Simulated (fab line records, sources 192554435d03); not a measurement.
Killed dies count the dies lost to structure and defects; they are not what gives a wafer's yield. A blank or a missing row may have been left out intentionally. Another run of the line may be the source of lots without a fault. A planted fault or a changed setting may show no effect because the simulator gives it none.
Which tool was responsible? | flow n5 finfet | 9 lots with 27 wafers sampled at 4 steps, on a route of 1938 steps

== WHAT THE GAUGES READ, wafer by wafer ==
N5_BEOL_M4_RC_MEAS_101.
lot  | measured     | on        | CJ_N           | CJ_P           | DIBL_N (mV/V)  | DIBL_P (mV/V)  | IOFF_N (nA/um)    | IOFF_P (nA/um)    | ION_N (uA/um) | ION_P (uA/um) | RS_NWELL (ohm/sq) | RS_PWELL (ohm/sq) | SS_N (mV/dec)  | SS_P (mV/dec)  | VT_N (mV)         | VT_P (mV)
L939 | day 8 17:11  | prober-01 | 4.25 4.25 4.17 | 5.73 5.64 5.73 | 37.4 37.8 36.8 | 37.4 37.4 36.8 | 0.195 0.193 0.171 | 0.237 0.224 0.216 | 697 690 683   | 467 465 465   | 1036 1041 1042    | 3005 2988 3020    | 72.2 70.9 71.2 | 73.3 72.9 73.5 | 243.2 245.4 248.1 | -248 -249 -250
L940 | day 9 06:21  | prober-01 | 4.39 4.42 4.41 | 5.95 5.51 5.95 | 39.7 37.9 37.8 | 38.0 35.7 35.3 | 0.211 0.180 0.174 | 0.267 0.226 0.220 | 692 686 674   | 469 469 463   | 1043 1049 1025    | 2977 2987 3008    | 72.4 71.0 71.6 | 74.2 73.1 72.9 | 244.7 245.5 247.3 | -246 -248 -249
L941 | day 9 04:13  | prober-02 | 4.47 4.49 4.45 | 5.78 5.86 6.00 | 35.3 34.1 34.1 | 33.7 32.7 33.6 | 0.136 0.125 0.129 | 0.182 0.170 0.179 | 658 659 668   | 455 458 458   | 1041 1041 1040    | 3024 3026 3013    | 70.3 70.5 70.8 | 73.0 72.9 72.8 | 255.9 253.4 253.7 | -250 -250 -251
L942 | day 9 01:15  | prober-02 | 4.31 4.37 4.31 | 5.59 5.98 5.99 | 35.6 37.3 36.9 | 34.5 36.0 36.0 | 0.152 0.181 0.180 | 0.219 0.244 0.244 | 676 685 679   | 470 472 468   | 1040 1034 1049    | 3010 3004 3021    | 71.3 71.9 71.7 | 73.5 73.3 73.9 | 247.8 246.9 249.0 | -246 -247 -245
L943 | day 9 10:55  | prober-02 | 4.17 4.22 4.25 | 5.50 5.90 5.81 | 37.2 37.2 39.4 | 36.1 35.8 38.8 | 0.166 0.158 0.219 | 0.233 0.233 0.279 | 688 691 702   | 471 470 477   | 1040 1027 1039    | 3026 2985 2984    | 71.8 71.2 71.9 | 73.2 73.9 74.0 | 247.2 246.0 242.7 | -245 -245 -246
L945 | day 10 10:31 | prober-02 | 4.31 4.40 4.31 | 5.96 5.67 5.84 | 39.2 37.6 38.4 | 38.2 36.8 37.3 | 0.191 0.175 0.176 | 0.240 0.219 0.224 | 684 681 684   | 465 464 466   | 1036 1030 1044    | 2999 3006 3010    | 72.3 72.0 72.6 | 73.7 72.9 73.1 | 248.0 247.0 248.2 | -246 -248 -246
L947 | day 11 14:48 | prober-02 | 4.23 4.34 4.33 | 5.71 6.12 5.79 | 35.0 37.0 37.8 | 34.1 36.9 37.1 | 0.133 0.166 0.169 | 0.192 0.239 0.238 | 666 681 669   | 462 471 459   | 1039 1028 1046    | 2991 2971 2948    | 70.6 71.8 71.9 | 72.9 73.5 73.4 | 252.4 247.1 250.5 | -249 -247 -246
L950 | day 11 14:51 | prober-01 | 4.27 4.35 4.39 | 5.82 5.93 5.90 | 34.9 34.1 34.5 | 36.0 34.6 35.8 | 0.157 0.154 0.158 | 0.243 0.216 0.238 | 675 678 681   | 467 468 472   | 1051 1037 1043    | 3018 3020 3002    | 71.3 71.1 71.1 | 73.4 72.9 73.4 | 252.5 248.4 249.7 | -242 -246 -247
L951 | day 13 02:11 | prober-02 | 4.84 4.97 4.28 | 4.50 4.17 5.76 | 35.4 36.5 35.9 | 34.7 36.6 35.5 | 0.143 0.169 0.152 | 0.197 0.238 0.214 | 671 685 671   | 459 471 464   | 1051 1060 1035    | 3131 3118 2976    | 70.6 71.3 71.7 | 73.1 73.6 73.0 | 251.3 248.6 248.8 | -250 -247 -248

== WHICH TOOL RAN EACH LOT (tool, then ch and the chambers of the sampled wafers, then the start) ==
lot  | N5_ZERO_LAYER_PECVD_02         | N5_BEOL_M4_SPUTTER_92        | N5_BEOL_M4_PRE_CLEAN_60
L939 | pecvd-01 ch 0,2, day 1 12:18   | pvd sputter-03, day 8 15:39  | cvd co-02 ch 1,2, day 8 16:55
L940 | pecvd-03 ch 0,1,2, day 1 18:17 | pvd sputter-01, day 9 04:39  | cvd co-02 ch 1,2, day 9 05:55
L941 | pecvd-01 ch 0,2, day 2 00:17   | pvd sputter-02, day 9 02:41  | cvd co-01 ch 0,1, day 9 03:57
L942 | pecvd-02 ch 0,1, day 2 06:18   | pvd sputter-03, day 8 23:33  | cvd co-01 ch 0,1, day 9 00:49
L943 | pecvd-01 ch 0,2, day 2 12:17   | pvd sputter-01, day 9 09:23  | cvd co-02 ch 0,1,2, day 9 10:39
L945 | pecvd-01 ch 0,1, day 3 00:17   | pvd sputter-01, day 10 00:56 | cvd co-01 ch 0,1,2, day 10 10:13
L947 | pecvd-01 ch 0,2, day 3 12:17   | pvd sputter-01, day 11 13:07 | cvd co-02 ch 0,2, day 11 14:22
L950 | pecvd-01 ch 0,1, day 4 06:18   | pvd sputter-03, day 11 13:08 | cvd co-01 ch 1,2, day 11 14:26
L951 | pecvd-01 ch 1,2, day 4 12:17   | pvd sputter-01, day 13 00:29 | cvd co-02 ch 1,2, day 13 01:46
- N5_ZERO_LAYER_PECVD_02: deposits SiO2 from SiH4/N2O, target thk 10 nm, time 6 s.
- N5_BEOL_M4_SPUTTER_92: material Cu, target thk 4.5 nm, time 8.29 s.
- N5_BEOL_M4_PRE_CLEAN_60: time 15 s.

== WHAT THE TOOLS THEMSELVES READ (means of the sampled wafers that have a number; where no wafer has one, the mark that the record gives instead) ==
N5_ZERO_LAYER_PECVD_02.
lot  | tool     | heater power w (W) | showerhead plenum p Torr (Torr) | susceptor temp C (C)
L939 | pecvd-01 | 727                | 8.28                            | 400.19
L940 | pecvd-03 | 743                | 7.94                            | 399.93
L941 | pecvd-01 | 771                | 8.26                            | 399.97
L942 | pecvd-02 | 767                | 8.23                            | 400.08
L943 | pecvd-01 | 757                | 8.27                            | 400.09
L945 | pecvd-01 | 889                | 8.33                            | 399.84
L947 | pecvd-01 | 763                | 8.26                            | 400.05
L950 | pecvd-01 | 803                | 8.33                            | 400.05
L951 | pecvd-01 | 876                | 8.35                            | 399.77

N5_BEOL_M4_SPUTTER_92.
lot  | tool           | chuck gas flow sccm (sccm) | substrate temp c (C) | susceptor temp C (C) | throttle valve pct (%)
L939 | pvd sputter-03 | 1.26                       | -19.95               | -20.00               | 30.0
L940 | pvd sputter-01 | 1.25                       | -20.10               | -19.97               | 29.5
L941 | pvd sputter-02 | 1.28                       | -19.91               | -19.91               | 29.9
L942 | pvd sputter-03 | 1.22                       | -19.96               | -20.03               | 31.2
L943 | pvd sputter-01 | 1.22                       | -20.06               | -20.04               | 29.0
L945 | pvd sputter-01 | 1.23                       | -19.97               | -19.86               | 29.8
L947 | pvd sputter-01 | 1.21                       | -20.03               | -19.98               | 30.2
L950 | pvd sputter-03 | 1.28                       | -20.05               | -19.98               | 30.7
L951 | pvd sputter-01 | 1.26                       | -20.01               | -20.07               | 29.0

N5_BEOL_M4_PRE_CLEAN_60.
lot  | tool      | heater power w (W)
L939 | cvd co-02 | 92
L940 | cvd co-02 | 93
L941 | cvd co-01 | 73
L942 | cvd co-01 | 75
L943 | cvd co-02 | 79
L945 | cvd co-01 | 77
L947 | cvd co-02 | 68
L950 | cvd co-01 | 44
L951 | cvd co-02 | 77

== THE ANSWER, worked out from the rows above alone ==
Rule: usual is defined by the lots themselves. The widest of any qualifying gaps counts: lots, ordered by their means at a reading, are off when they make up no more than a third of the lots, leave a main group of 4 or more, and stand apart from it by 3 or more times the standard deviation of that group's means. The tables above print the reading to a certain number of digits; a main group whose means all agree to those digits is not used. Also off: a lot with no number at a reading for which 4 or more lots have one. Where the step has rows for the other lots, those lots are counted as sound. After the gauges, taken in route order, come the tools' own readings; for these a lot's mean is taken, as printed above. At the first step where some lot is off, the reading lying furthest off is the one used; lots without a number count as furthest.
Off: L951, at N5_BEOL_M4_RC_MEAS_101 (CJ_P). Main group: mean 5.82, sd 0.064.
If a tool, at a process step before that reading, ran all the lots that are off and no sound lot after the first of them, it fits. The gauges at N5_BEOL_M4_RC_MEAS_101 aren't tried: what is off there is off at N5_ZERO_LAYER_PECVD_02 too, on other tools, and a gauge's error can't cause that. Can't be told from this: 3 tools fit, pecvd-01 at N5_ZERO_LAYER_PECVD_02, pvd sputter-01 at N5_BEOL_M4_SPUTTER_92, cvd co-02 at N5_BEOL_M4_PRE_CLEAN_60.

== WHAT THE SIMULATOR HAD INSERTED ==
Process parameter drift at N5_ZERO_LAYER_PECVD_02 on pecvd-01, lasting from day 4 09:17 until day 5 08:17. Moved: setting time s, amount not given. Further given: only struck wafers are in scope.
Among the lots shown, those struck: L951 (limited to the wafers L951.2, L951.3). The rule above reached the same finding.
